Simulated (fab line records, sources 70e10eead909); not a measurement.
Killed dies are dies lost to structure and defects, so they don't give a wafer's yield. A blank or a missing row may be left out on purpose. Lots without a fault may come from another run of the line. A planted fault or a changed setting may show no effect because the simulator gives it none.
Which tool did it? | flow nand_harc | 14 lots, 42 wafers sampled, at 4 steps of a route of 1302

WHAT THE GAUGES READ, wafer by wafer
The record holds no reading of a measuring or inspecting step that can be judged against a usual standard deviation.

WHICH TOOL RAN EACH LOT (tool, then ch and the chambers of the sampled wafers, then the start)
lot  | NHARC_A_STAIRCASE_TRIM_16                     | NHARC_A_STAIRCASE_TRIM_22                     | NHARC_A_STAIRCASE_ETCH_23                     | NHARC_A_STAIRCASE_TRIM_26
L251 | rie_diel-08 ch 0,1,2, day 16 03:11 or earlier | rie_diel-07 ch 1,2,3, day 16 03:11 or earlier | rie_diel-07 ch 1,3, day 16 03:11 or earlier   | rie_diel-07 ch 1,2, day 16 03:11
L252 | rie_diel-08 ch 1,2,3, day 16 10:01 or earlier | rie_diel-08 ch 0,3, day 16 10:01 or earlier   | rie_diel-08 ch 0,2, day 16 10:01 or earlier   | rie_diel-08 ch 0,1, day 16 10:01
L254 | rie_diel-07 ch 0,1, day 17 08:43 or earlier   | rie_diel-08 ch 2,3, day 17 08:43 or earlier   | rie_diel-08 ch 2,3, day 17 08:43 or earlier   | rie_diel-08 ch 1,2,3, day 17 08:43
L255 | rie_diel-07 ch 0,1, day 18 04:35 or earlier   | rie_diel-08 ch 0,1, day 18 04:35 or earlier   | rie_diel-08 ch 1,2,3, day 18 04:35 or earlier | rie_diel-08 ch 1,2, day 18 04:35
L259 | rie_diel-08 ch 0,1,3, day 19 19:32 or earlier | rie_diel-07 ch 0,1, day 19 19:32 or earlier   | rie_diel-07 ch 1,2,3, day 19 19:32 or earlier | rie_diel-07 ch 1,2,3, day 19 19:32
L258 | rie_diel-08 ch 0,2,3, day 19 23:41 or earlier | rie_diel-08 ch 1,2,3, day 19 23:41 or earlier | rie_diel-08 ch 0,1,2, day 19 23:41 or earlier | rie_diel-08 ch 1,2,3, day 19 23:41
L257 | rie_diel-11 ch 0,2, day 19 23:53 or earlier   | rie_diel-08 ch 0,1,3, day 19 23:53 or earlier | rie_diel-08 ch 1,3, day 19 23:53 or earlier   | rie_diel-08 ch 0,1,2, day 19 23:53
L266 | rie_diel-07 ch 0,1,3, day 22 07:07 or earlier | rie_diel-07 ch 0,1,3, day 22 07:07 or earlier | rie_diel-07 ch 1,2,3, day 22 07:07 or earlier | rie_diel-07 ch 0,1,2, day 22 07:07
L264 | rie_diel-07 ch 2,3, day 22 07:59 or earlier   | rie_diel-07 ch 2,3, day 22 07:59 or earlier   | rie_diel-07 ch 0,1,2, day 22 07:59 or earlier | rie_diel-07 ch 2,3, day 22 07:59
L269 | rie_diel-11 ch 0,2,3, day 23 22:37 or earlier | rie_diel-11 ch 1,2,3, day 23 22:37 or earlier | rie_diel-11 ch 0,1,2, day 23 22:37 or earlier | rie_diel-11 ch 1,2, day 23 22:37
L270 | rie_diel-08 ch 1,2,3, day 24 17:56 or earlier | rie_diel-08 ch 2,3, day 24 17:56 or earlier   | rie_diel-08 ch 0,1,3, day 24 17:56 or earlier | rie_diel-08 ch 1,2,3, day 24 17:56
L271 | rie_diel-07 ch 0,1,3, day 24 22:25 or earlier | rie_diel-08 ch 2,3, day 24 22:25 or earlier   | rie_diel-08 ch 0,1,3, day 24 22:25 or earlier | rie_diel-08 ch 1,2, day 24 22:25
L272 | rie_diel-07 ch 0,2, day 25 03:10 or earlier   | rie_diel-08 ch 0,2,3, day 25 03:10 or earlier | rie_diel-08 ch 0,1, day 25 03:10 or earlier   | rie_diel-08 ch 1,2, day 25 03:10
L273 | rie_diel-11 ch 1,2,3, day 25 03:23 or earlier | rie_diel-07 ch 0,2,3, day 25 03:23 or earlier | rie_diel-07 ch 0,1,3, day 25 03:23 or earlier | rie_diel-07 ch 0,1,2, day 25 03:23
- NHARC_A_STAIRCASE_TRIM_16: chemistry O2, time 211.2 s.
- NHARC_A_STAIRCASE_TRIM_22: chemistry O2, time 211.2 s.
- NHARC_A_STAIRCASE_ETCH_23: etches the open film in C4F8/O2, target depth 100 nm, time 40.5 s.
- NHARC_A_STAIRCASE_TRIM_26: chemistry O2, time 211.2 s.

WHAT THE TOOLS THEMSELVES READ (means of the sampled wafers that have a number; where no wafer has one, the mark that the record gives instead)
NHARC_A_STAIRCASE_TRIM_16.
lot  | tool        | drypump_motor_current_A (A) | oes_product_au (a.u.) | rf_vpp_V (V) | run_length_s (s) | showerhead_plenum_p_Torr (Torr) | throttle_valve_pct (%)
L251 | rie_diel-08 | 5.8                         | 0.993                 | 57.1         | 232.1            | 3.50                            | 17.036
L252 | rie_diel-08 | 5.9                         | 0.986                 | 58.6         | 232.3            | 3.47                            | 17.038
L254 | rie_diel-07 | 6.2                         | 0.986                 | 57.1         | 232.2            | 3.46                            | 17.035
L255 | rie_diel-07 | 6.2                         | 1.000                 | 58.4         | 231.9            | 3.45                            | 17.047
L259 | rie_diel-08 | 5.7                         | 0.986                 | 57.1         | 232.4            | 3.47                            | 17.039
L258 | rie_diel-08 | 5.9                         | 0.989                 | 57.5         | 232.6            | 3.46                            | 17.040
L257 | rie_diel-11 | 5.6                         | 0.996                 | 58.1         | 232.0            | 3.49                            | 17.031
L266 | rie_diel-07 | 5.8                         | 0.996                 | 57.3         | 232.4            | 3.45                            | 17.031
L264 | rie_diel-07 | 5.1                         | 1.005                 | 59.0         | 232.8            | 3.55                            | 17.024
L269 | rie_diel-11 | 5.4                         | 0.991                 | 57.6         | 232.4            | 3.47                            | 17.032
L270 | rie_diel-08 | 5.9                         | 0.990                 | 57.8         | 232.3            | 3.45                            | 17.032
L271 | rie_diel-07 | 5.8                         | 1.001                 | 57.7         | 232.5            | 3.43                            | 17.032
L272 | rie_diel-07 | 6.0                         | 0.992                 | 57.0         | 232.3            | 3.50                            | 17.037
L273 | rie_diel-11 | 5.4                         | 1.000                 | 57.1         | 232.7            | 3.45                            | 17.036

NHARC_A_STAIRCASE_TRIM_22.
lot  | tool        | drypump_motor_current_A (A) | oes_product_au (a.u.) | rf_vpp_V (V) | run_length_s (s) | showerhead_plenum_p_Torr (Torr) | throttle_valve_pct (%)
L251 | rie_diel-07 | 5.5                         | 1.008                 | 57.8         | 232.4            | 3.56                            | 17.030
L252 | rie_diel-08 | 5.6                         | 0.985                 | 57.4         | 232.5            | 3.49                            | 17.036
L254 | rie_diel-08 | 6.0                         | 0.999                 | 57.2         | 232.6            | 3.45                            | 17.039
L255 | rie_diel-08 | 5.5                         | 0.979                 | 57.5         | 232.0            | 3.50                            | 17.041
L259 | rie_diel-07 | 6.1                         | 0.983                 | 57.6         | 232.1            | 3.45                            | 17.036
L258 | rie_diel-08 | 5.9                         | 0.988                 | 58.1         | 232.1            | 3.46                            | 17.034
L257 | rie_diel-08 | 5.7                         | 0.988                 | 57.2         | 232.4            | 3.47                            | 17.034
L266 | rie_diel-07 | 5.8                         | 1.003                 | 58.0         | 232.6            | 3.45                            | 17.044
L264 | rie_diel-07 | 5.3                         | 0.999                 | 58.2         | 232.5            | 3.63                            | 17.036
L269 | rie_diel-11 | 5.4                         | 1.002                 | 57.5         | 232.5            | 3.45                            | 17.050
L270 | rie_diel-08 | 6.0                         | 0.996                 | 56.9         | 232.6            | 3.42                            | 17.036
L271 | rie_diel-08 | 6.1                         | 0.990                 | 57.8         | 232.1            | 3.43                            | 17.046
L272 | rie_diel-08 | 5.9                         | 0.988                 | 57.4         | 232.3            | 3.44                            | 17.035
L273 | rie_diel-07 | 5.6                         | 0.996                 | 58.1         | 232.2            | 3.52                            | 17.035

NHARC_A_STAIRCASE_ETCH_23.
lot  | tool        | oes_product_au (a.u.) | rf_vpp_V (V)
L251 | rie_diel-07 | 0.943                 | 894.3
L252 | rie_diel-08 | 0.923                 | 894.1
L254 | rie_diel-08 | 0.941                 | 893.1
L255 | rie_diel-08 | 0.929                 | 893.7
L259 | rie_diel-07 | 0.961                 | 897.1
L258 | rie_diel-08 | 0.925                 | 894.7
L257 | rie_diel-08 | 0.937                 | 893.0
L266 | rie_diel-07 | 0.953                 | 896.7
L264 | rie_diel-07 | 0.940                 | 895.4
L269 | rie_diel-11 | 0.941                 | 892.5
L270 | rie_diel-08 | 0.943                 | 894.7
L271 | rie_diel-08 | 0.949                 | 893.6
L272 | rie_diel-08 | 0.941                 | 894.3
L273 | rie_diel-07 | 0.951                 | 892.8

NHARC_A_STAIRCASE_TRIM_26.
lot  | tool        | drypump_motor_current_A (A) | oes_product_au (a.u.) | rf_vpp_V (V) | run_length_s (s) | showerhead_plenum_p_Torr (Torr) | throttle_valve_pct (%)
L251 | rie_diel-07 | 5.7                         | 1.015                 | 57.7         | 232.0            | 3.64                            | 17.042
L252 | rie_diel-08 | 5.6                         | 0.996                 | 58.7         | 231.8            | 3.51                            | 17.040
L254 | rie_diel-08 | 5.9                         | 0.994                 | 56.9         | 232.2            | 3.47                            | 17.039
L255 | rie_diel-08 | 6.0                         | 0.996                 | 56.9         | 231.9            | 3.48                            | 17.048
L259 | rie_diel-07 | 5.5                         | 1.002                 | 57.8         | 232.7            | 3.55                            | 17.032
L258 | rie_diel-08 | 5.9                         | 0.989                 | 58.3         | 254.2            | 3.46                            | 17.038
L257 | rie_diel-08 | 5.8                         | 0.980                 | 58.1         | 254.1            | 3.48                            | 17.040
L266 | rie_diel-07 | 5.9                         | 0.996                 | 57.1         | 232.2            | 3.53                            | 17.042
L264 | rie_diel-07 | 5.3                         | 1.009                 | 57.4         | 232.5            | 3.63                            | 17.031
L269 | rie_diel-11 | 5.7                         | 0.991                 | 57.5         | 233.0            | 3.43                            | 17.035
L270 | rie_diel-08 | 5.9                         | 0.990                 | 57.8         | 232.0            | 3.45                            | 17.039
L271 | rie_diel-08 | 5.8                         | 0.998                 | 57.5         | 231.9            | 3.47                            | 17.052
L272 | rie_diel-08 | 6.0                         | 0.997                 | 57.9         | 231.7            | 3.46                            | 17.043
L273 | rie_diel-07 | 5.9                         | 0.994                 | 57.2         | 232.2            | 3.51                            | 17.038

THE ANSWER, worked out from the rows above alone
Rule: what is usual is taken from the lots themselves. Put in order of their means at a reading, lots are off if they are a third of the lots or fewer, leave a main group of 4 or more, and stand apart from it by a gap of 3 or more times the standard deviation of the main group's means; of several such gaps the widest counts. A main group whose means are all the same, to the digits that the tables above print for the reading, isn't used. A lot without any number at a reading at which 4 lots or more have one is off too. The other lots that the step has rows for count as sound. The gauges are gone through in route order, then the tools' own readings, and for those a lot's mean is taken as printed above. The first step at which some lot is off is used, and at that step the reading that is off furthest; a lot without a number counts as furthest.
Off: L258, L257, at NHARC_A_STAIRCASE_TRIM_26 (run_length_s). The main group: mean 232.2 s, standard deviation 0.37.
A tool fits if, at that step or a process step before it, it ran every lot that is off, and no sound lot after the first of them. NHARC_A_STAIRCASE_TRIM_16 gives no start for some lots, so the hours and the order of its lots are those of NHARC_A_STAIRCASE_TRIM_26. NHARC_A_STAIRCASE_TRIM_22 gives no start for some lots, so the hours and the order of its lots are those of NHARC_A_STAIRCASE_TRIM_26. NHARC_A_STAIRCASE_ETCH_23 gives no start for some lots, so the hours and the order of its lots are those of NHARC_A_STAIRCASE_TRIM_26. None of those tried fits.

WHAT THE SIMULATOR HAD PUT IN
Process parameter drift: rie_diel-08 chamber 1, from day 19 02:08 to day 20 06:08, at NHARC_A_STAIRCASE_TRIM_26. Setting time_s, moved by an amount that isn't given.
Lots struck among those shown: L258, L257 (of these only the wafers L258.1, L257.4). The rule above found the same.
